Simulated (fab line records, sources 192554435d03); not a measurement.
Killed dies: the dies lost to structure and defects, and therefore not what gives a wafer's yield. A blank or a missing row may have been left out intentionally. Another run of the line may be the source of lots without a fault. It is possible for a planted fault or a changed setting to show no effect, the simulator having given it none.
fab line records	flow n5Finfet
[record] lots = 9	wafers = 27	lastDay = 18
route steps=1938 shown BEOL_M1@820 BEOL_M2@844 BEOL_M4@1111 PASSIVATION@1936
lots that met no fault: from a run of the same line without faults
startH: start of the lot's first displayed wafer, in hours after the record's first day	waitH: hours since the lot's step before	" identical to the entry in the row above	L1.1+2: a single row standing in for several wafers	- value missing, or start not given	* or withheld: withheld	< > ~ a bound
route shown NAME@n: a module of which the file shows steps, and the number in the route of the first	usual: average and standard deviation across the fault-free wafers	same: alike in all rows	chamber/n: place in a boat	sites: per-site readings	_std_site: the standard deviation of these	_edge_site: outer sites' mean less inner sites'	radiusMm: for every site, how far away it sits from the centre of the wafer	mask NAME#n: copy n	behind: the most recent tool/chamber to have shaped the wafer	hold: what put the lot on hold/how long, in hours/how the hold closed	device: the n, p or np transistor that did not switch	end of line: at the end of the route, the tests of the same wafers	a step with no rows: only its recipe	killed: dies lost to structure and defects at the first sort, not the wafer's yield	map: the dies of a wafer, with x for killed, . for not killed, _ for no die there
set.NAME: the setting the step ran with; set.NAME@STEP: the setting that earlier step ran with	model.NAME: the simulator's own value behind a step, which no gauge read
one table for each step of the route and one row for each wafer, over a sample of lots
services: when a tool's chamber went out of use (startH, in hours from the record's first day, below 0 if earlier), for how many hours, and the reason
[[steps]]
[step N5_BEOL_M1_SPUTTER_86]
[recipe] material = Cu	targetThkA = 45	tempC = -20	chamberPressurePa = 0.07	powerW = withheld	timeS = 8.29
[usual] throttleValvePct = 29.7/0.97
lot.wafer	tool	chamber	startH	waitH	throttleValvePct
L270.1	pvdSputter-01	-	153.08	0.1	30.0
L270.2	"	-	"	"	29.4
L270.3	"	-	"	"	29.0
L271.2	pvdSputter-01	-	164.53	0.1	30.7
L271.4	"	-	"	"	28.9
L271.5	"	-	"	"	30.0
L272.1	pvdSputter-01	-	167.35	0.1	29.0
L272.4	"	-	"	"	29.9
L272.5	"	-	"	"	30.2
L274.1	pvdSputter-01	-	186.74	0.1	30.0
L274.3	"	-	"	"	28.7
L274.4	"	-	"	"	28.8
L275.3	pvdSputter-01	-	195.90	0.1	28.9
L275.5	"	-	"	"	30.4
L275.6	"	-	"	"	30.2
L280.2	pvdSputter-02	-	214.61	0.1	30.0
L280.4	"	-	"	"	29.0
L280.6	"	-	"	"	28.9
L286.2	pvdSputter-02	-	265.18	0.1	30.2
L286.4	"	-	"	"	31.8
L286.5	"	-	"	"	30.1
L289.1	pvdSputter-03	-	273.63	0.1	29.4
L289.3	"	-	"	"	30.1
L289.4	"	-	"	"	27.8
L288.3	pvdSputter-03	-	276.81	0.1	31.2
L288.5	"	-	"	"	27.4
L288.6	"	-	"	"	30.5
[step N5_BEOL_M1_ANNEAL_91]
[recipe] tempC = 400	timeS = 240	ambient = vacuum
[usual] heaterPowerW = 821/63
lot.wafer	tool	chamber	startH	waitH	heaterPowerW
L270.1	pvdSputter-01	-	153.60	0.0	777
L270.2	"	-	"	"	769
L270.3	"	-	"	"	960
L271.2	pvdSputter-01	-	165.05	0.0	796
L271.4	"	-	"	"	753
L271.5	"	-	"	"	763
L272.1	pvdSputter-01	-	167.87	0.0	910
L272.4	"	-	"	"	763
L272.5	"	-	"	"	773
L274.1	pvdSputter-01	-	187.26	0.0	773
L274.3	"	-	"	"	961
L274.4	"	-	"	"	777
L275.3	pvdSputter-01	-	196.42	0.0	775
L275.5	"	-	"	"	807
L275.6	"	-	"	"	793
L280.2	pvdSputter-02	-	215.13	0.0	885
L280.4	"	-	"	"	831
L280.6	"	-	"	"	832
L286.2	pvdSputter-02	-	265.70	0.0	868
L286.4	"	-	"	"	787
L286.5	"	-	"	"	875
L289.1	pvdSputter-03	-	274.15	0.0	752
L289.3	"	-	"	"	810
L289.4	"	-	"	"	772
L288.3	pvdSputter-03	-	277.33	0.0	972
L288.5	"	-	"	"	779
L288.6	"	-	"	"	798
[step N5_BEOL_M1_CO_CAP_55]
[recipe] material = Co	targetThkA = 20	tempC = 200	precursor = CCTBA/H2	pressureTorr = 30	timeS = 102.1
[usual] heaterPowerW = 224/38
lot.wafer	tool	chamber	startH	waitH	heaterPowerW
L270.1	cvdCo-01	0	155.08	0.0	273
L270.2	"	1	"	"	228
L270.3	"	1	"	"	222
L271.2	cvdCo-02	0	166.57	0.0	234
L271.4	"	1	"	"	167
L271.5	"	0	"	"	229
L272.1	cvdCo-01	2	169.47	0.0	186
L272.4	"	2	"	"	186
L272.5	"	1	"	"	223
L274.1	cvdCo-02	2	188.71	0.0	257
L274.3	"	1	"	"	167
L274.4	"	2	"	"	260
L275.3	cvdCo-01	1	197.87	0.0	226
L275.5	"	0	"	"	278
L275.6	"	2	"	"	186
L280.2	cvdCo-01	0	216.58	0.0	274
L280.4	"	0	"	"	275
L280.6	"	1	"	"	228
L286.2	cvdCo-02	0	267.14	0.0	229
L286.4	"	1	"	"	167
L286.5	"	2	"	"	252
L289.1	cvdCo-01	2	275.59	0.0	189
L289.3	"	0	"	"	272
L289.4	"	1	"	"	230
L288.3	cvdCo-01	0	278.86	0.0	277
L288.5	"	0	"	"	272
L288.6	"	2	"	"	183
[step N5_BEOL_M1_INSPECT_59]
[recipe] inspectInstrument = darkfield	mode = postDep
[usual] rawDefectCount = 75/24
lot.wafer	tool	chamber	startH	waitH	rawDefectCount
L270.1	defectInspect-01	-	155.32	0.0	46
L270.2	"	-	"	"	99
L270.3	"	-	"	"	96
L271.2	defectInspect-01	-	166.78	0.0	40
L271.4	"	-	"	"	31
L271.5	"	-	"	"	59
L272.1	defectInspect-01	-	169.68	0.0	58
L272.4	"	-	"	"	91
L272.5	"	-	"	"	91
L274.1	defectInspect-01	-	188.92	0.0	78
L274.3	"	-	"	"	93
L274.4	"	-	"	"	46
L275.3	defectInspect-02	-	198.08	0.0	74
L275.5	"	-	"	"	485
L275.6	"	-	"	"	77
L280.2	defectInspect-01	-	216.79	0.0	479
L280.4	"	-	"	"	531
L280.6	"	-	"	"	69
L286.2	defectInspect-01	-	267.35	0.0	67
L286.4	"	-	"	"	96
L286.5	"	-	"	"	70
L289.1	defectInspect-02	-	275.80	0.0	67
L289.3	"	-	"	"	56
L289.4	"	-	"	"	63
L288.3	defectInspect-01	-	279.16	0.0	51
L288.5	"	-	"	"	85
L288.6	"	-	"	"	57
[step N5_BEOL_M2_HM_DEP_02]
[recipe] material = TiN	targetThkA = 200	tempC = 25	chamberPressurePa = 0.49996
[usual] throttleValvePct = 29.7/1.2
lot.wafer	tool	chamber	startH	waitH	throttleValvePct
L270.1	pvdSputter-01	-	157.62	2.1	29.0
L270.2	"	-	"	"	29.9
L270.3	"	-	"	"	29.1
L271.2	pvdSputter-02	-	167.51	0.6	31.6
L271.4	"	-	"	"	29.3
L271.5	"	-	"	"	31.7
L272.1	pvdSputter-02	-	175.54	5.7	30.0
L272.4	"	-	"	"	29.1
L272.5	"	-	"	"	31.6
L274.1	pvdSputter-03	-	189.48	0.4	29.6
L274.3	"	-	"	"	30.0
L274.4	"	-	"	"	31.4
L275.3	pvdSputter-03	-	200.09	1.9	29.7
L275.5	"	-	"	"	31.6
L275.6	"	-	"	"	30.3
L280.2	pvdSputter-02	-	217.11	0.2	29.8
L280.4	"	-	"	"	31.4
L280.6	"	-	"	"	28.9
L286.2	pvdSputter-03	-	268.24	0.7	29.4
L286.4	"	-	"	"	27.3
L286.5	"	-	"	"	30.2
L289.1	pvdSputter-03	-	276.05	0.1	29.7
L289.3	"	-	"	"	27.6
L289.4	"	-	"	"	31.2
L288.3	pvdSputter-03	-	280.91	1.6	29.6
L288.5	"	-	"	"	27.6
L288.6	"	-	"	"	29.3
[step N5_BEOL_M2_INSPECT_13]
[recipe] mode = adi	inspectInstrument = brightfield
[usual] rawDefectCount = 420/110
lot.wafer	tool	chamber	startH	waitH	rawDefectCount
L270.1	defectInspect-02	-	158.23	0.1	413
L270.2	"	-	"	"	527
L270.3	"	-	"	"	365
L271.2	defectInspect-01	-	168.00	0.0	398
L271.4	"	-	"	"	343
L271.5	"	-	"	"	499
L272.1	defectInspect-02	-	176.17	0.1	355
L272.4	"	-	"	"	649
L272.5	"	-	"	"	498
L274.1	defectInspect-02	-	190.09	0.1	308
L274.3	"	-	"	"	470
L274.4	"	-	"	"	340
L275.3	defectInspect-01	-	200.58	0.0	383
L275.5	"	-	"	"	749
L275.6	"	-	"	"	376
L280.2	defectInspect-01	-	217.72	0.0	714
L280.4	"	-	"	"	992
L280.6	"	-	"	"	428
L286.2	defectInspect-02	-	268.85	0.0	259
L286.4	"	-	"	"	321
L286.5	"	-	"	"	338
L289.1	defectInspect-01	-	276.65	0.1	242
L289.3	"	-	"	"	275
L289.4	"	-	"	"	259
L288.3	defectInspect-02	-	281.52	0.0	361
L288.5	"	-	"	"	389
L288.6	"	-	"	"	373
[step N5_BEOL_M2_INSPECT_30]
[recipe] mode = adi	inspectInstrument = brightfield
[usual] rawDefectCount = 423/110
lot.wafer	tool	chamber	startH	waitH	rawDefectCount
L270.1	defectInspect-01	-	159.40	0.1	400
L270.2	"	-	"	"	532
L270.3	"	-	"	"	414
L271.2	defectInspect-02	-	168.97	0.0	391
L271.4	"	-	"	"	347
L271.5	"	-	"	"	495
L272.1	defectInspect-02	-	177.20	0.1	353
L272.4	"	-	"	"	618
L272.5	"	-	"	"	479
L274.1	defectInspect-02	-	190.98	0.1	311
L274.3	"	-	"	"	460
L274.4	"	-	"	"	346
L275.3	defectInspect-01	-	201.45	0.0	383
L275.5	"	-	"	"	752
L275.6	"	-	"	"	371
L280.2	defectInspect-02	-	218.72	0.0	707
L280.4	"	-	"	"	972
L280.6	"	-	"	"	432
L286.2	defectInspect-02	-	269.78	0.0	281
L286.4	"	-	"	"	335
L286.5	"	-	"	"	340
L289.1	defectInspect-02	-	277.65	0.1	271
L289.3	"	-	"	"	282
L289.4	"	-	"	"	255
L288.3	defectInspect-01	-	282.54	0.0	378
L288.5	"	-	"	"	385
L288.6	"	-	"	"	362
[step N5_BEOL_M4_RC_MEAS_101]
[usual] DIBL_N = 36.4/2.7	DIBL_P = 36/3.2	IOFF_N = 0.16/0.046	IOFF_P = 0.21/0.055	ION_N = 677/15	ION_P = 464/11	SS_N = 71.5/0.79	SS_P = 73.3/0.93	VT_N = 250/4.1	VT_P = -251/4.4
lot.wafer	tool	chamber	startH	waitH	DIBL_N[mV/V]	DIBL_P[mV/V]	IOFF_N[nA/um]	IOFF_P[nA/um]	ION_N[uA/um]	ION_P[uA/um]	SS_N[mV/dec]	SS_P[mV/dec]	VT_N[mV]	VT_P[mV]
L270.1	prober-02	0	206.75	0.0	31.4	29	0.09	0.13	648	452	69.9	71.0	256	-257
L270.2	"	0	"	"	36.5	36	0.17	0.21	691	470	71.7	72.6	246	-249
L270.3	"	0	"	"	35.3	34	0.14	0.18	677	463	71.3	72.5	252	-253
L271.2	prober-02	0	216.91	0.2	32.8	32	0.11	0.14	648	457	70.1	72.0	253	-255
L271.4	"	0	"	"	35.5	35	0.15	0.19	673	457	70.9	72.6	249	-253
L271.5	"	0	"	"	34.9	34	0.14	0.16	696	462	72.1	73.0	250	-255
L272.1	prober-02	0	226.22	0.0	31.4	30	0.10	0.14	677	464	70.5	72.7	257	-254
L272.4	"	0	"	"	31.9	31	0.11	0.14	659	458	70.4	72.8	256	-254
L272.5	"	0	"	"	34.2	34	0.12	0.17	652	451	71.1	73.1	257	-257
L274.1	prober-02	0	230.80	0.0	38.0	36	0.17	0.23	672	461	72.2	73.8	249	-250
L274.3	"	0	"	"	36.2	36	0.13	0.22	671	461	71.8	72.7	255	-250
L274.4	"	0	"	"	37.5	36	0.17	0.21	683	460	72.0	73.7	249	-252
L275.3	prober-01	0	235.90	0.3	37.4	37	0.14	0.21	667	468	71.6	73.1	254	-250
L275.5	"	0	"	"	38.3	37	0.16	0.23	686	472	71.9	73.2	251	-249
L275.6	"	0	"	"	39.2	40	0.18	0.28	690	473	71.7	74.1	247	-247
L280.2	prober-02	0	257.55	0.2	33.3	34	0.12	0.18	656	454	71.3	73.1	254	-254
L280.4	"	0	"	"	38.7	39	0.24	0.25	684	456	72.1	75.0	244	-251
L280.6	"	0	"	"	36.7	35	0.18	0.19	653	445	72.6	73.5	252	-254
L286.2	prober-01	0	298.85	0.2	36.5	35	0.14	0.19	663	462	70.9	72.6	250	-251
L286.4	"	0	"	"	32.8	31	0.10	0.14	659	453	70.5	72.4	256	-256
L286.5	"	0	"	"	35.4	34	0.13	0.17	670	461	71.1	72.0	252	-255
L288.3	prober-02	0	319.36	0.3	40.0	38	0.21	0.22	677	457	72.4	73.5	249	-253
L288.5	"	0	"	"	36.7	34	0.14	0.16	659	448	71.2	72.5	253	-257
L288.6	"	0	"	"	41.0	40	0.23	0.25	689	467	72.3	74.2	247	-252
L289.1	prober-01	0	319.44	0.0	28.6	29	0.06	0.09	633	435	70.3	70.7	264	-265
L289.3	"	0	"	"	32.5	32	0.11	0.12	658	440	71.0	71.9	256	-259
L289.4	"	0	"	"	32.1	33	0.11	0.13	677	462	70.6	71.7	253	-259
[step N5_PASSIVATION_PROBE_49]
[usual] defectLimitedYield = 91.1/1.4	killed_at_M0_to_M3 = 34/9.7	killed_at_M4_up = 13/5.1	killedAtContacts = 14/6.3	killedAtFrontEnd = 40/11	killedAtOther = 3.5/2.7	killedDies = 105/16	killedOnRim = 13/4.1	killedOpen = 70/12	killedShort = 34/7.8	sort_bin_5_function = 5.2/0.88	sort_bin_6_memory = 3.3/0.7	sort_bin_8_speed = 0.1/0.62	sortNPass = 1074/17	sortYieldPct = 91.0/1.5
[same] grossDies = 1180	killedAtBackSide = 0	sort_bin_4_leakage[%] = 0
lot.wafer	tool	chamber	startH	waitH	defectLimitedYield[%]	killed_at_M0_to_M3	killed_at_M4_up	killedAtContacts	killedAtFrontEnd	killedAtOther	killedDies	killedOnRim	killedOpen	killedShort	sort_bin_5_function[%]	sort_bin_6_memory[%]	sort_bin_8_speed[%]	sortNPass	sortYieldPct[%]
L271.2	prober-01	-	320.92	0.1	89.4	27	6	29	61	2	125	20	80	42	5.5	4.5	0	1055	89.4
L271.4	prober-01	-	321.02	0.2	91.4	37	17	7	39	2	102	20	59	40	4.2	4.3	0	1078	91.4
L271.5	prober-01	-	321.07	0.2	91.0	38	13	17	31	7	106	10	71	35	5.3	3.4	0	1074	91.0
L272.1	prober-01	-	331.31	0.0	90.1	46	17	29	23	2	117	13	80	36	5.4	4.2	0	1063	90.1
L272.4	prober-01	-	331.46	0.2	90.2	40	17	22	34	3	116	18	83	33	6.0	3.6	0	1064	90.2
L272.5	prober-01	-	331.51	0.2	89.9	40	15	21	37	6	119	13	78	40	6.4	3.6	0	1061	89.9
L274.1	prober-02	-	339.04	0.0	93.5	21	11	4	41	0	77	14	48	29	3.7	2.5	0	1103	93.5
L274.3	prober-02	-	339.14	0.1	93.1	22	9	4	42	4	81	7	48	33	4.1	2.5	0	1099	93.1
L274.4	prober-02	-	339.19	0.2	90.8	35	15	15	37	6	108	10	64	35	5.2	2.9	0	1072	90.8
L275.3	prober-01	-	355.55	0.1	90.4	26	10	16	50	11	113	18	69	39	5.2	4.1	0	1067	90.4
L275.5	prober-01	-	355.65	0.2	81.3	127	11	10	66	7	221	27	78	42	11.8	4.5	0.1	959	81.3
L275.6	prober-01	-	355.70	0.3	91.1	22	18	21	41	3	105	9	62	39	5.1	3.2	0	1075	91.1
L280.2	prober-02	-	368.75	0.1	84.7	124	7	11	39	0	181	24	58	23	10.7	3.0	0	999	84.7
L280.4	prober-02	-	368.85	0.2	85.1	114	18	10	34	0	176	22	53	24	8.6	3.8	0	1004	85.1
L280.6	prober-02	-	368.95	0.3	90.5	52	8	13	32	7	112	12	77	32	5.3	4.2	0	1068	90.5
// killed by level:class
L271.2 MOL_CONTACT_COAG:geometricParticle:open=24 BEOL_M1:geometricParticle:open=13 STI_FIN_REVEAL:geometricParticle:open=10 GATE_CUT:geometricParticle:short=10 FIN_SAQP:geometricParticle:short=9 FIN_SAQP:geometricParticle:open=7 DUMMY_GATE:geometricParticle:open=7 GATE_CUT:geometricParticle:open=5
L271.4 STI_FIN_REVEAL:geometricParticle:open=9 GATE_CUT:geometricParticle:short=9 BEOL_M2:geometricParticle:short=9 DUMMY_GATE:geometricParticle:open=6 BEOL_M5:geometricParticle:open=6 BEOL_M3:geometricParticle:open=6 BEOL_M0_SAQP:geometricParticle:short=5 GATE_CUT:geometricParticle:open=4
L271.5 STI_FIN_REVEAL:geometricParticle:open=12 BEOL_M1:geometricParticle:open=11 MOL_CONTACT_COAG:geometricParticle:open=9 BEOL_M3:geometricParticle:open=8 MOL_CONTACT_COAG:geometricParticle:short=8 BEOL_M4:geometricParticle:open=7 FIN_SAQP:geometricParticle:short=6 BEOL_M2:geometricParticle:open=6
L272.1 MOL_CONTACT_COAG:geometricParticle:open=22 BEOL_M0_SAQP:geometricParticle:short=18 BEOL_M0_SAQP:geometricParticle:open=14 STI_FIN_REVEAL:geometricParticle:open=10 BEOL_M4:geometricParticle:open=8 MOL_CONTACT_COAG:geometricParticle:short=7 BEOL_M2:geometricParticle:open=6 FIN_SAQP:geometricParticle:open=5
L272.4 MOL_CONTACT_COAG:geometricParticle:open=21 BEOL_M0_SAQP:geometricParticle:short=12 BEOL_M0_SAQP:geometricParticle:open=10 BEOL_M4:geometricParticle:open=10 STI_FIN_REVEAL:geometricParticle:open=8 BEOL_M1:geometricParticle:open=7 DUMMY_GATE:geometricParticle:open=6 BEOL_M1:geometricParticle:short=4
L272.5 MOL_CONTACT_COAG:geometricParticle:open=15 STI_FIN_REVEAL:geometricParticle:open=12 BEOL_M0_SAQP:geometricParticle:open=12 BEOL_M0_SAQP:geometricParticle:short=9 BEOL_M2:geometricParticle:open=8 BEOL_M4:geometricParticle:open=8 MOL_CONTACT_COAG:geometricParticle:short=6 STI_FIN_REVEAL:geometricParticle:short=5
L274.1 STI_FIN_REVEAL:geometricParticle:open=13 FIN_SAQP:geometricParticle:short=8 BEOL_M0_SAQP:geometricParticle:short=6 BEOL_M0_SAQP:geometricParticle:open=5 BEOL_M4:geometricParticle:open=5 FIN_SAQP:geometricParticle:open=4 BEOL_M1:geometricParticle:open=4 STARTING-WAFER:geometricParticle:short=3
L274.3 BEOL_M0_SAQP:geometricParticle:open=8 FIN_SAQP:geometricParticle:open=6 FIN_SAQP:geometricParticle:short=6 STI_FIN_REVEAL:geometricParticle:open=6 ILD0:geometricParticle:open=6 BEOL_M0_SAQP:geometricParticle:short=6 MOL_CONTACT_COAG:geometricParticle:open=4 BEOL_M4:geometricParticle:open=4
L274.4 MOL_CONTACT_COAG:geometricParticle:open=13 BEOL_M0_SAQP:geometricParticle:short=10 BEOL_M0_SAQP:geometricParticle:open=9 HKMG_FIN:areaEtch=9 STI_FIN_REVEAL:geometricParticle:open=6 BEOL_M2:geometricParticle:open=6 FIN_SAQP:geometricParticle:open=4 BEOL_M3:geometricParticle:open=4
L275.3 MOL_CONTACT_COAG:geometricParticle:open=13 STI_FIN_REVEAL:geometricParticle:open=10 FIN_SAQP:geometricParticle:open=8 FIN_SAQP:geometricParticle:short=8 GATE_CUT:geometricParticle:short=7 STI_FIN_REVEAL:geometricParticle:short=6 BEOL_M2:geometricParticle:open=5 BEOL_M3:geometricParticle:open=5
L275.5 BEOL_M1:unspecified=98 FIN_SAQP:geometricParticle:short=13 FIN_SAQP:geometricParticle:open=10 STI_FIN_REVEAL:geometricParticle:open=10 BEOL_M1:geometricParticle:open=9 MOL_CONTACT_COAG:geometricParticle:open=9 GATE_CUT:geometricParticle:short=7 ILD0:geometricParticle:open=7
L275.6 MOL_CONTACT_COAG:geometricParticle:open=15 FIN_SAQP:geometricParticle:short=9 STI_FIN_REVEAL:geometricParticle:open=8 MOL_CONTACT_COAG:geometricParticle:short=6 FIN_SAQP:geometricParticle:open=5 BEOL_M4:geometricParticle:open=5 BEOL_M0_SAQP:geometricParticle:short=4 STARTING-WAFER:geometricParticle:short=4
L280.2 BEOL_M1:unspecified=99 FIN_SAQP:geometricParticle:open=15 FIN_SAQP:geometricParticle:short=10 MOL_CONTACT_COAG:geometricParticle:open=10 BEOL_M3:geometricParticle:open=7 STI_FIN_REVEAL:geometricParticle:open=5 BEOL_M2:geometricParticle:open=5 BEOL_M0_SAQP:geometricParticle:short=4
L280.4 BEOL_M1:unspecified=93 BEOL_M2:geometricParticle:open=10 FIN_SAQP:geometricParticle:open=8 BEOL_M4:geometricParticle:open=8 MOL_CONTACT_COAG:geometricParticle:open=7 STI_FIN_REVEAL:geometricParticle:open=5 BEOL_M0_SAQP:geometricParticle:short=4 HKMG_FIN:areaEtch=4
L280.6 MOL_CONTACT_COAG:geometricParticle:open=10 BEOL_M2:geometricParticle:open=10 BEOL_M0_SAQP:geometricParticle:open=9 BEOL_M3:geometricParticle:open=9 STI_FIN_REVEAL:geometricParticle:open=8 BEOL_M0_SAQP:geometricParticle:short=8 BEOL_M1:geometricParticle:open=7 FIN_SAQP:geometricParticle:open=6
[[services]]
tool	chamber	startH	hours	kind
pvdSputter-03	-	137.19	0.5	repair
cvdCo-01	2	150.93	11.7	repair
pvdSputter-01	-	172.98	11.1	repair
[[key]]
[firstSign] step = N5_BEOL_M1_INSPECT_59	reading = rawDefectCount	direction = up	sigmas = 17	usual = 75	struck = 498
[effect] step = N5_BEOL_M2_INSPECT_13	reading = rawDefectCount	direction = up	sigmas = 3.7	usual = 420	struck = 818
[effect] step = N5_BEOL_M2_INSPECT_30	reading = rawDefectCount	direction = up	sigmas = 3.6	usual = 423	struck = 810
[effect] step = N5_PASSIVATION_PROBE_49	reading = killed_at_M0_to_M3	direction = up	sigmas = 9	usual = 34	struck = 122
[moreKillsBornAt] N5_BEOL_M1_CO_CAP_55@cvdCo-01 = 290
metAt N5_BEOL_M1_CO_CAP_55
struckLots L275,L280
struckWafers L275.5,L280.2,L280.4
notActingAt N5_BEOL_M1_SPUTTER_86,N5_BEOL_M1_ANNEAL_91,N5_BEOL_M2_HM_DEP_02
onsetBetween 155.08 197.87
[fault] kind = chamberParticleSource	tool = cvdCo-01	chamber = 0	onsetH = 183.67	steps = N5_BEOL_M1_CO_CAP_55	ratePerVisitCm2 = 0.66505	endH = 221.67
